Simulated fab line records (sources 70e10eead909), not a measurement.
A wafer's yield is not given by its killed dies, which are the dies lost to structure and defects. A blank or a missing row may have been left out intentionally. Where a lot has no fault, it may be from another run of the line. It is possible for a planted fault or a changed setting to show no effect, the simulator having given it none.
What tool caused it? ; flow nand-harc ; 18 wafers from 6 lots sampled at 5 of the route's 1159 steps

WHAT THE GAUGES READ, wafer by wafer
NHARC_END_SORT_01.
lot;measured;on;killed-at-array
L130;day 21 12:50;prober-01;10 9 672

WHAT TOOL EACH LOT RAN ON (gives the tool, then ch and the chambers of the sampled wafers, and finally the start)
lot;NHARC_A_CHANNEL_FILL_D1_RTA_24;NHARC_A_STAIRCASE_ETCH_13;NHARC_A_STAIRCASE_TRIM_18;NHARC_A_STAIRCASE_ETCH_19
L121;rtp-anneal-02 ch 0, day 11 00:02;rie-diel-11 ch 0,1,2, day 11 03:17;rie-diel-11 ch 0,1,2, no start;rie-diel-11 ch 0,2,3, no start
L125;rtp-anneal-01 ch 0, day 12 00:00;rie-diel-01 ch 0,2, day 12 03:25;rie-diel-01 ch 0,2,3, no start;rie-diel-01 ch 1,2,3, no start
L130;rtp-anneal-02 ch 0, day 12 20:11;rie-diel-01 ch 1,2,3, day 12 23:31;rie-diel-01 ch 0,1,2, day 21 12:50 or earlier;rie-diel-01 ch 0,1,2, day 21 12:50 or earlier
L138;rtp-anneal-02 ch 0, day 15 02:23;rie-diel-01 ch 0,2,3, day 15 05:50;rie-diel-01 ch 0,1,2, no start;rie-diel-01 ch 1,2,3, no start
L139;rtp-anneal-02 ch 0, day 15 09:49;rie-diel-13 ch 1,2,3, day 15 13:07;rie-diel-13 ch 1,2,3, no start;rie-diel-13 ch 0,1,3, no start
L143;rtp-anneal-01 ch 0, day 16 07:43;rie-diel-13 ch 1,2, day 16 11:10;rie-diel-13 ch 1,3, no start;rie-diel-13 ch 1,2,3, no start
- NHARC_A_CHANNEL_FILL_D1_RTA_24: time 5 s.
- NHARC_A_STAIRCASE_ETCH_13: etches the open film in C4F8/O2, target depth 100 nm, time 40.5 s.
- NHARC_A_STAIRCASE_TRIM_18: chemistry O2, time 211.2 s.
- NHARC_A_STAIRCASE_ETCH_19: etches the open film in C4F8/O2, target depth 100 nm, time 40.5 s.

THE ANSWER, worked out from the rows above alone
Rule: the usual values come from the lots themselves. The widest of any qualifying gaps counts: lots, ordered by their means at a reading, are off when they make up no more than a third of the lots, leave a main group of 4 or more, and stand apart from it by 3 or more times the standard deviation of that group's means. If all means in a main group match to the digits the tables above print for the reading, that group is not used. Also off: a lot with no number at a reading for which 4 or more lots have one. All remaining lots with rows at the step are treated as sound.
Across all readings shown, no lot is off: no conclusion can be drawn from this.

WHAT THE SIMULATOR HAD PUT IN
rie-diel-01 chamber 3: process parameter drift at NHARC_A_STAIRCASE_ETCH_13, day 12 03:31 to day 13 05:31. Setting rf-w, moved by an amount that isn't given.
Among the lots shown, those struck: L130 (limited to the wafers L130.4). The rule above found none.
